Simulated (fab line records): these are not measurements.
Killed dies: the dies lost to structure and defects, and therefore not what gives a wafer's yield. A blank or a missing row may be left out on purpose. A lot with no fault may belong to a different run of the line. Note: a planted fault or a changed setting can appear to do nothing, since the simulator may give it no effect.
Matching of chambers / flow nand harc / NHARC_A_CHANNEL_FILL_D1_CMP_10 on cmp-03 has 4 sister chambers
The step polishes, target thk 150 nm. 8 wafers are shown with their chamber, then 8 later ones without.

EACH WAFER AND ITS CHAMBER
wafer=L078.2; chamber=2; motor current A (A)=11.1; time to endpoint s (s)=13.3
wafer=L078.5; chamber=1; motor current A (A)=12.8; time to endpoint s (s)=12.2
wafer=L082.1; chamber=2; motor current A (A)=11.4; time to endpoint s (s)=18.6
wafer=L083.5; chamber=3; motor current A (A)=15.1; time to endpoint s (s)=15.4
wafer=L085.3; chamber=3; motor current A (A)=15.4; time to endpoint s (s)=13.5
wafer=L085.5; chamber=0; motor current A (A)=11.7; time to endpoint s (s)=13.1
wafer=L085.6; chamber=1; motor current A (A)=12.1; time to endpoint s (s)=13.7
wafer=L087.2; chamber=0; motor current A (A)=12.5; time to endpoint s (s)=12.2

WAFERS MISSING THEIR CHAMBER
wafer=L087.5; motor current A (A)=11.9; time to endpoint s (s)=8.9
wafer=L087.6; motor current A (A)=15.4; time to endpoint s (s)=13.8
wafer=L088.4; motor current A (A)=11.6; time to endpoint s (s)=15.4
wafer=L088.5; motor current A (A)=11.2; time to endpoint s (s)=12.0
wafer=L088.6; motor current A (A)=15.6; time to endpoint s (s)=11.5
wafer=L093.1; motor current A (A)=15.2; time to endpoint s (s)=15.0
wafer=L093.5; motor current A (A)=13.1; time to endpoint s (s)=14.9
wafer=L093.6; motor current A (A)=11.5; time to endpoint s (s)=15.4

CHAMBER TAKEN BY EACH
wafer=L087.5; from the rows above=can't be placed: 0 or 1 or 2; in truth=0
wafer=L087.6; from the rows above=3; in truth=3
wafer=L088.4; from the rows above=can't be placed: 2 or 0 or 1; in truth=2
wafer=L088.5; from the rows above=can't be placed: 2 or 0 or 1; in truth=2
wafer=L088.6; from the rows above=3; in truth=3
wafer=L093.1; from the rows above=3; in truth=3
wafer=L093.5; from the rows above=can't be placed: 1 or 0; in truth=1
wafer=L093.6; from the rows above=can't be placed: 2 or 0 or 1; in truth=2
3 of 8 placed correctly. Cannot be placed on the basis of these rows: 5; the candidates contain the true chamber in 5. Placed wrongly: 0.
How it was worked out, from the rows above alone: a wafer's distance from a chamber is the root of the sum, over the readings, of the square of ((its reading less the chamber's mean) divided by the reading's scatter). If the next closest chamber is less than 2 further off than the closest, the wafer can't be placed; otherwise it belongs to the closest. For every chamber, the mean is computed from those of its wafers that are shown. How the scatter is found: for the shown wafers, subtract from each reading the mean of its chamber, square and add these, divide the total by (wafers less chambers), then take the root.
